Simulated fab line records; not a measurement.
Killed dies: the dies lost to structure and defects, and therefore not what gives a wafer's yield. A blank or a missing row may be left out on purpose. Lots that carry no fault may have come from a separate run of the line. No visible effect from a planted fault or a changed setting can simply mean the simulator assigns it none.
Split-lot trial / flow n5 finfet / 39 wafers read from 7 lots, route of 1938 steps

SPLIT DETAILS
At N5_FIN_CUT_CUT_ETCH_26 (etches SiNx in CH3F/O2, target depth 39 nm, time 55.7 s), the setting target depth a was moved away from the recipe's 390 angstrom on 6 of the 39 wafers read, by -7.6% to +10.7%. The other wafers ran this setting at the recipe's value.

The reading comes from the split's own step.

THE READING
etch.depth nm (the simulator's own value, which no gauge read), in nm, at N5_FIN_CUT_CUT_ETCH_26 (etches SiNx in CH3F/O2, target depth 39 nm, time 55.7 s). The file does not state a usual value for it. Across the 33 wafers here that went through the recipe, the average is 38.89 nm and the standard deviation 0.55 nm.

wafer=L079.1; tool, chamber at the split=rie diel-04, 1; target depth a as run, angstrom=390; against the recipe=recipe; etch.depth nm, nm=38.82; against lot-mates on the recipe=-
wafer=L079.2; tool, chamber at the split=rie diel-04, 2; target depth a as run, angstrom=390; against the recipe=recipe; etch.depth nm, nm=38.84; against lot-mates on the recipe=-
wafer=L079.3; tool, chamber at the split=rie diel-04, 0; target depth a as run, angstrom=390; against the recipe=recipe; etch.depth nm, nm=38.88; against lot-mates on the recipe=-
wafer=L079.4; tool, chamber at the split=rie diel-04, 3; target depth a as run, angstrom=390; against the recipe=recipe; etch.depth nm, nm=38.47; against lot-mates on the recipe=-
wafer=L079.5; tool, chamber at the split=rie diel-04, 1; target depth a as run, angstrom=390; against the recipe=recipe; etch.depth nm, nm=38.48; against lot-mates on the recipe=-
wafer=L079.6; tool, chamber at the split=rie diel-04, 2; target depth a as run, angstrom=390; against the recipe=recipe; etch.depth nm, nm=38.91; against lot-mates on the recipe=-
wafer=L081.1; tool, chamber at the split=rie diel-05, 1; target depth a as run, angstrom=390; against the recipe=recipe; etch.depth nm, nm=39.87; against lot-mates on the recipe=-
wafer=L081.2; tool, chamber at the split=rie diel-05, 2; target depth a as run, angstrom=390; against the recipe=recipe; etch.depth nm, nm=38.5; against lot-mates on the recipe=-
wafer=L081.3; tool, chamber at the split=rie diel-05, 0; target depth a as run, angstrom=390; against the recipe=recipe; etch.depth nm, nm=38.78; against lot-mates on the recipe=-
wafer=L081.4; tool, chamber at the split=rie diel-05, 1; target depth a as run, angstrom=390; against the recipe=recipe; etch.depth nm, nm=40.27; against lot-mates on the recipe=-
wafer=L081.5; tool, chamber at the split=rie diel-05, 2; target depth a as run, angstrom=390; against the recipe=recipe; etch.depth nm, nm=38.03; against lot-mates on the recipe=-
wafer=L081.6; tool, chamber at the split=rie diel-05, 0; target depth a as run, angstrom=390; against the recipe=recipe; etch.depth nm, nm=39.59; against lot-mates on the recipe=-
wafer=L087.1; tool, chamber at the split=rie diel-04, 2; target depth a as run, angstrom=390; against the recipe=recipe; etch.depth nm, nm=38.83; against lot-mates on the recipe=-
wafer=L087.2; tool, chamber at the split=rie diel-04, 1; target depth a as run, angstrom=390; against the recipe=recipe; etch.depth nm, nm=38.29; against lot-mates on the recipe=-
wafer=L087.3; tool, chamber at the split=rie diel-04, 3; target depth a as run, angstrom=431.7; against the recipe=+10.7%; etch.depth nm, nm=42.56; against lot-mates on the recipe=+4.13
wafer=L087.4; tool, chamber at the split=rie diel-04, 0,2; target depth a as run, angstrom=431.7; against the recipe=+10.7%; etch.depth nm, nm=42.89; against lot-mates on the recipe=+4.46
wafer=L087.5; tool, chamber at the split=rie diel-04, 0,2; target depth a as run, angstrom=431.7; against the recipe=+10.7%; etch.depth nm, nm=42.89; against lot-mates on the recipe=+4.46
wafer=L087.6; tool, chamber at the split=rie diel-04, 1; target depth a as run, angstrom=390; against the recipe=recipe; etch.depth nm, nm=38.16; against lot-mates on the recipe=-
wafer=L088.1; tool, chamber at the split=rie diel-03, 3; target depth a as run, angstrom=390; against the recipe=recipe; etch.depth nm, nm=38.63; against lot-mates on the recipe=-
wafer=L088.2; tool, chamber at the split=rie diel-03, 1; target depth a as run, angstrom=390; against the recipe=recipe; etch.depth nm, nm=38.57; against lot-mates on the recipe=-
wafer=L088.3; tool, chamber at the split=rie diel-03, 2; target depth a as run, angstrom=390; against the recipe=recipe; etch.depth nm, nm=38.87; against lot-mates on the recipe=-
wafer=L088.4; tool, chamber at the split=rie diel-03, 0; target depth a as run, angstrom=390; against the recipe=recipe; etch.depth nm, nm=38.88; against lot-mates on the recipe=-
wafer=L088.5; tool, chamber at the split=rie diel-03, 1; target depth a as run, angstrom=390; against the recipe=recipe; etch.depth nm, nm=38.35; against lot-mates on the recipe=-
wafer=L088.6; tool, chamber at the split=rie diel-03, 2; target depth a as run, angstrom=390; against the recipe=recipe; etch.depth nm, nm=38.6; against lot-mates on the recipe=-
wafer=L090.2; tool, chamber at the split=rie diel-05, 3; target depth a as run, angstrom=390; against the recipe=recipe; etch.depth nm, nm=38.78; against lot-mates on the recipe=-
wafer=L090.3; tool, chamber at the split=rie diel-05, 1; target depth a as run, angstrom=390; against the recipe=recipe; etch.depth nm, nm=39.99; against lot-mates on the recipe=-
wafer=L090.6; tool, chamber at the split=rie diel-05, 1; target depth a as run, angstrom=390; against the recipe=recipe; etch.depth nm, nm=39.87; against lot-mates on the recipe=-
wafer=L093.1; tool, chamber at the split=rie diel-03, 2; target depth a as run, angstrom=390; against the recipe=recipe; etch.depth nm, nm=38.77; against lot-mates on the recipe=-
wafer=L093.2; tool, chamber at the split=rie diel-03, 0; target depth a as run, angstrom=390; against the recipe=recipe; etch.depth nm, nm=38.73; against lot-mates on the recipe=-
wafer=L093.3; tool, chamber at the split=rie diel-03, 1; target depth a as run, angstrom=390; against the recipe=recipe; etch.depth nm, nm=38.74; against lot-mates on the recipe=-
wafer=L093.4; tool, chamber at the split=rie diel-03, 3; target depth a as run, angstrom=390; against the recipe=recipe; etch.depth nm, nm=38.53; against lot-mates on the recipe=-
wafer=L093.5; tool, chamber at the split=rie diel-03, 2; target depth a as run, angstrom=390; against the recipe=recipe; etch.depth nm, nm=39.01; against lot-mates on the recipe=-
wafer=L093.6; tool, chamber at the split=rie diel-03, 3; target depth a as run, angstrom=390; against the recipe=recipe; etch.depth nm, nm=38.35; against lot-mates on the recipe=-
wafer=L095.1; tool, chamber at the split=rie diel-05, 1; target depth a as run, angstrom=360.4; against the recipe=-7.6%; etch.depth nm, nm=37.14; against lot-mates on the recipe=-2.17
wafer=L095.2; tool, chamber at the split=rie diel-05, 0; target depth a as run, angstrom=360.4; against the recipe=-7.6%; etch.depth nm, nm=36.32; against lot-mates on the recipe=-2.99
wafer=L095.3; tool, chamber at the split=rie diel-05, 2; target depth a as run, angstrom=360.4; against the recipe=-7.6%; etch.depth nm, nm=36.72; against lot-mates on the recipe=-2.59
wafer=L095.4; tool, chamber at the split=rie diel-05, 3; target depth a as run, angstrom=390; against the recipe=recipe; etch.depth nm, nm=38.72; against lot-mates on the recipe=-
wafer=L095.5; tool, chamber at the split=rie diel-05, 1; target depth a as run, angstrom=390; against the recipe=recipe; etch.depth nm, nm=39.75; against lot-mates on the recipe=-
wafer=L095.6; tool, chamber at the split=rie diel-05, 2; target depth a as run, angstrom=390; against the recipe=recipe; etch.depth nm, nm=39.45; against lot-mates on the recipe=-
Rows listing several chambers each stand for several wafers; the file does not say which wafer went through which chamber.

FIT RESULTS
A straight line over all 39 wafers: etch.depth nm changes by +0.336 nm for each +1% of target depth a; r = +0.92; the points scatter about the line by 0.54 nm.
The same after taking each lot's own level away (the mean of its wafers on the recipe; 39 wafers): +0.384 nm for each +1%; r = +0.96; scatter 0.43 nm.
Per that fit: largest target depth a move, reading shift of 4.1 nm.
From 38.427 to 39.547 nm: that is the span of the lots' own levels, equal to 2.1 times the standard deviation above.
So the slope is not independent of the lot-to-lot level: the two fits are not the same.
Check: for one of the wafers moved furthest among these (+10.7%), held out of the fit, the line's prediction against its lot-mates is +4.15 nm. Against them it came out at +4.13 nm.

FILE'S OWN FIT
etch.depth nm changes by +0.385 nm for each +1% of target depth a, r = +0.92.
